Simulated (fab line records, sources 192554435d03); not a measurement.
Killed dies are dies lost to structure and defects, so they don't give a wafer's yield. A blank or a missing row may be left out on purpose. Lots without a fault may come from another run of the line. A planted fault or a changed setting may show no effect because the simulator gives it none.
Split-lot experiment | flow n5_finfet | 7 lots, 21 wafers read, on a route of 1938 steps

THE SPLIT
At N5_BEOL_M4_EXPOSE_08 (exposes mask M4), the setting dose_mj was moved away from the recipe's 41.25 on 5 of the 21 wafers read, by -7.4% to +7.0%. The other wafers ran this setting at the recipe's value.

FROM THE SPLIT TO THE READING: what the file shows between them, 11 steps
- N5_BEOL_M4_PEB_09: peb time 60 s
- N5_BEOL_M4_DEVELOP_10: develop time 30 s
- N5_BEOL_M4_CD_MEAS_11: target cd 16.79 nm
- N5_BEOL_M4_DESCUM_16: chemistry O2, time 7 s
- N5_BEOL_M4_ETCH_74: etches underlayer in N2/H2, target depth 6.5 nm, time 5.2 s
- N5_BEOL_M4_ETCH_63: etches SiARC in CF4, target depth 15.6 nm, time 26 s
- N5_BEOL_M4_ETCH_64: etches SOC in N2/H2, target depth 75 nm, overetch 22.5 nm, time 121.9 s
- N5_BEOL_M4_STRIP_65: strips in N2/H2
- N5_BEOL_M4_STRIP_75: strips in N2/H2
- N5_BEOL_M4_PRECLEAN_42: cleans in residue remover, time 60 s
- N5_BEOL_M4_SRD_43: time 30 s

THE READING
cd_nm, in nm, at N5_BEOL_M4_CD_MEAS_35 (target cd 18 nm, target cd y 22.4 nm). Fault-free wafers of this fab line usually give 18.0 nm, standard deviation 0.33 nm.

wafer  | tool, chamber at the split | dose_mj as run | against the recipe | cd_nm, nm | against lot-mates on the recipe
L075.3 | euv_scanner-02, 0          | 41.25          | recipe             | 18.1      | -
L075.4 | euv_scanner-02, 0          | 41.25          | recipe             | 18.2      | -
L075.6 | euv_scanner-02, 0          | 44.14          | +7.0%              | 19.0      | +0.9
L076.3 | euv_scanner-02, 0          | 41.25          | recipe             | 18.6      | -
L076.5 | euv_scanner-02, 0          | 41.25          | recipe             | 18.2      | -
L076.6 | euv_scanner-02, 0          | 38.18          | -7.4%              | 16.7      | -1.7
L077.1 | euv_scanner-01, 0          | 41.25          | recipe             | 18.5      | -
L077.2 | euv_scanner-01, 0          | 43.69          | +5.9%              | 19.4      | +1.1
L077.3 | euv_scanner-01, 0          | 41.25          | recipe             | 18.0      | -
L080.2 | euv_scanner-01, 0          | 41.25          | recipe             | 18.2      | -
L080.3 | euv_scanner-01, 0          | 41.25          | recipe             | 18.2      | -
L080.5 | euv_scanner-01, 0          | 41.25          | recipe             | 18.2      | -
L081.3 | euv_scanner-01, 0          | 41.25          | recipe             | 17.6      | -
L081.5 | euv_scanner-01, 0          | 41.25          | recipe             | 17.7      | -
L081.6 | euv_scanner-01, 0          | 41.25          | recipe             | 17.7      | -
L083.1 | euv_scanner-01, 0          | 41.25          | recipe             | 18.2      | -
L083.3 | euv_scanner-01, 0          | 41.25          | recipe             | 17.6      | -
L083.4 | euv_scanner-01, 0          | 41.25          | recipe             | 17.6      | -
L093.1 | euv_scanner-02, 0          | 43.87          | +6.4%              | 19.1      | +0.6
L093.4 | euv_scanner-02, 0          | 41.25          | recipe             | 18.5      | -
L093.5 | euv_scanner-02, 0          | 43.87          | +6.4%              | 19.1      | +0.6

THE FIT
A straight line over all 21 wafers: cd_nm changes by +0.172 nm for each +1% of dose_mj; r = +0.87; the points scatter about the line by 0.31 nm.
The same after taking each lot's own level away (the mean of its wafers on the recipe; 21 wafers): +0.155 nm for each +1%; r = +0.91; scatter 0.24 nm.
On that fit, the largest move of dose_mj shifts the reading by 1.2 nm.
The lots' own levels span 17.67 to 18.50 nm, that is 2.5 times the standard deviation above.
So the lot-to-lot level changes the slope: the two fits differ.
Check: with one of the wafers moved furthest among these (-7.4%) left out of the fit, the line predicts -0.916 nm for it against its lot-mates. It came out at -1.7 nm against them.

THE WHOLE CHAIN: every reading that the file lists as answering this split, in the file's order
step                  | what it does                                                | reading                                                               | change (the file's fit)               | r (the file's)
N5_BEOL_M4_CD_MEAS_11 | target cd 16.79 nm                                          | cd_nm                                                                 | +0.18 nm for each +1% of the setting  | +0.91
N5_BEOL_M4_ETCH_74    | etches underlayer in N2/H2, target depth 6.5 nm, time 5.2 s | BEOL_M4.cd_offset_nm (the simulator's own value, which no gauge read) | +0.173 nm for each +1% of the setting | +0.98
N5_BEOL_M4_ETCH_63    | etches SiARC in CF4, target depth 15.6 nm, time 26 s        | BEOL_M4.cd_offset_nm (the simulator's own value, which no gauge read) | +0.179 nm for each +1% of the setting | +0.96
N5_BEOL_M4_CD_MEAS_35 | target cd 18 nm, target cd y 22.4 nm                        | cd_nm                                                                 | +0.163 nm for each +1% of the setting | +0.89

THE FILE'S OWN FIT
cd_nm changes by +0.163 nm for each +1% of dose_mj, r = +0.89.
